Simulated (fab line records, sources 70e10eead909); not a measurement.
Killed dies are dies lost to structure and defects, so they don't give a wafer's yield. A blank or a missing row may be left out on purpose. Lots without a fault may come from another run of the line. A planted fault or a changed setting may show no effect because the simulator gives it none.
Chamber matching | flow nand_harc | NHARC_A_SGD_CUT_ETCHBACK_24 on rie_diel-01: 4 sister chambers
The step etches the open film in CH3F/O2, target depth 50 nm, time 92.857 s. 18 wafers are shown with their chamber, then 9 later ones without.

WAFERS WITH THEIR CHAMBER
wafer  | chamber | showerhead_plenum_p_Torr (Torr) | drypump_motor_current_A (A) | rf_vpp_V (V)
L075.1 | 0       | 2.63                            | 5.6                         | 247.2
L075.3 | 1       | 2.47                            | 5.3                         | 244.4
L075.4 | 3       | 2.30                            | 5.3                         | 241.1
L077.2 | 0       | 2.62                            | 5.6                         | 247.3
L077.3 | 3       | 2.30                            | 5.3                         | 242.6
L077.6 | 2       | 2.54                            | 5.7                         | 245.0
L079.1 | 3       | 2.30                            | 5.3                         | 242.4
L079.4 | 2       | 2.54                            | 5.7                         | 246.3
L079.6 | 0       | 2.63                            | 5.6                         | 247.2
L085.3 | 3       | 2.29                            | 5.3                         | 241.7
L085.5 | 1       | 2.46                            | 5.4                         | 245.5
L085.6 | 2       | 2.54                            | 5.7                         | 245.9
L086.2 | 1       | 2.46                            | 5.3                         | 244.0
L086.4 | 3       | 2.29                            | 5.3                         | 241.2
L086.6 | 2       | 2.54                            | 5.7                         | 245.0
L091.2 | 3       | 2.29                            | 5.3                         | 242.7
L091.4 | 2       | 2.54                            | 5.7                         | 245.4
L091.5 | 0       | 2.62                            | 5.6                         | 246.7

SIGNATURES (means of the wafers above)
reading                  | chamber 0 | chamber 1 | chamber 2 | chamber 3 | scatter within a chamber
showerhead_plenum_p_Torr | 2.6250    | 2.4633    | 2.5400    | 2.2950    | 0.00476
drypump_motor_current_A  | 5.600     | 5.333     | 5.700     | 5.300     | 0.0218
rf_vpp_V                 | 247.100   | 244.633   | 245.520   | 241.950   | 0.614
Rule: a wafer's distance from a chamber is the root of the sum, over the readings, of the square of ((its reading less the chamber's mean) divided by the reading's scatter). The wafer belongs to the nearest chamber; if the next one is less than 2 further off, it can't be placed. The scatter: the root of (the sum of the squares of (reading less its chamber's mean) over the shown wafers, divided by (wafers less chambers)).

WAFERS WITHOUT THEIR CHAMBER
wafer  | showerhead_plenum_p_Torr (Torr) | drypump_motor_current_A (A) | rf_vpp_V (V)
L093.1 | 2.46                            | 5.3                         | 245.5
L093.2 | 2.29                            | 5.3                         | 241.8
L093.4 | 2.53                            | 5.7                         | 245.0
L095.2 | 2.62                            | 5.6                         | 246.5
L095.4 | 2.29                            | 5.3                         | 241.0
L095.5 | 2.53                            | 5.6                         | 245.7
L097.2 | 2.29                            | 5.3                         | 241.8
L097.4 | 2.53                            | 5.7                         | 244.9
L097.6 | 2.53                            | 5.7                         | 246.0

WHICH CHAMBER EACH WENT THROUGH
wafer  | from the rows above | in truth
L093.1 | 1                   | 1
L093.2 | 3                   | 3
L093.4 | 2                   | 2
L095.2 | 0                   | 0
L095.4 | 3                   | 3
L095.5 | 2                   | 2
L097.2 | 3                   | 3
L097.4 | 2                   | 2
L097.6 | 2                   | 2
Placed correctly: 9 of 9. Can't be placed from these rows: 0. Placed wrongly: 0.
